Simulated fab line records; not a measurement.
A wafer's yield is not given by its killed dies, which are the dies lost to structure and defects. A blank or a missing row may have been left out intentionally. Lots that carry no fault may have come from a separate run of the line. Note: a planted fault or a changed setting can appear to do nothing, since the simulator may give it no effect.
Which tool is to blame? | flow nand harc | 18 wafers from 6 lots sampled at 2 of the route's 1159 steps

WHAT THE GAUGES SHOWED, per wafer
NHARC_A_ONON_D1_THK_MEAS_30: measures by ellipsometry.
lot  | measured     | on            | thk nm (nm)
L221 | day 8 06:53  | film metro-01 | 1003 1003 1003
L224 | day 9 03:58  | film metro-01 | 984 984 987
L226 | day 9 08:58  | film metro-01 | 1001 1001 1001
L234 | day 11 11:29 | film metro-01 | 1013 1013 1571
L233 | day 12 03:13 | film metro-01 | 989 1546 991
L241 | day 12 18:52 | film metro-01 | 1010 1009 1009

WHAT TOOL EACH LOT RAN ON (gives the tool, then ch and the chambers of the sampled wafers, and finally the start)
lot  | NHARC_A_ONON_D1_DEP_28
L221 | pecvd onon-03 ch 0, day 8 06:32
L224 | pecvd onon-02 ch 0, day 9 03:30
L226 | pecvd onon-04 ch 0, day 9 08:34
L234 | pecvd onon-04 ch 0, day 11 11:09
L233 | pecvd onon-04 ch 0, day 12 02:43
L241 | pecvd onon-02 ch 0, day 12 18:26
- NHARC_A_ONON_D1_DEP_28: target thk 1000 nm.

THE ANSWER, worked out from the rows above alone
Rule: usual is defined by the lots themselves. Put in order of their means at a reading, lots are off if they are a third of the lots or fewer, leave a main group of 4 or more, and stand apart from it by a gap of 3 or more times the standard deviation of the main group's means; of several such gaps the widest counts. The tables above print the reading to a certain number of digits; a main group whose means all agree to those digits is not used. Also off: a lot with no number at a reading for which 4 or more lots have one. Where the step has rows for the other lots, those lots are counted as sound.
Off at NHARC_A_ONON_D1_THK_MEAS_30 (thk nm): L234, L233. Main group: mean 1000 nm, sd 9.
A tool fits if, at a process step before that reading, it ran every lot that is off, and no sound lot after the first of them. Those tools and the gauges at NHARC_A_ONON_D1_THK_MEAS_30 are tried in the same way. One candidate fits, namely pecvd onon-04 at NHARC_A_ONON_D1_DEP_28. Its last sound lot is L226 (day 9 08:34), its first lot that is off L234 (day 11 11:09): a fault that began between those two fits.

WHAT HAD BEEN PUT IN BY THE SIMULATOR
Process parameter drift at NHARC_A_ONON_D1_DEP_28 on pecvd onon-04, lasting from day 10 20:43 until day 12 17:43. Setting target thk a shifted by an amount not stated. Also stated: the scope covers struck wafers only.
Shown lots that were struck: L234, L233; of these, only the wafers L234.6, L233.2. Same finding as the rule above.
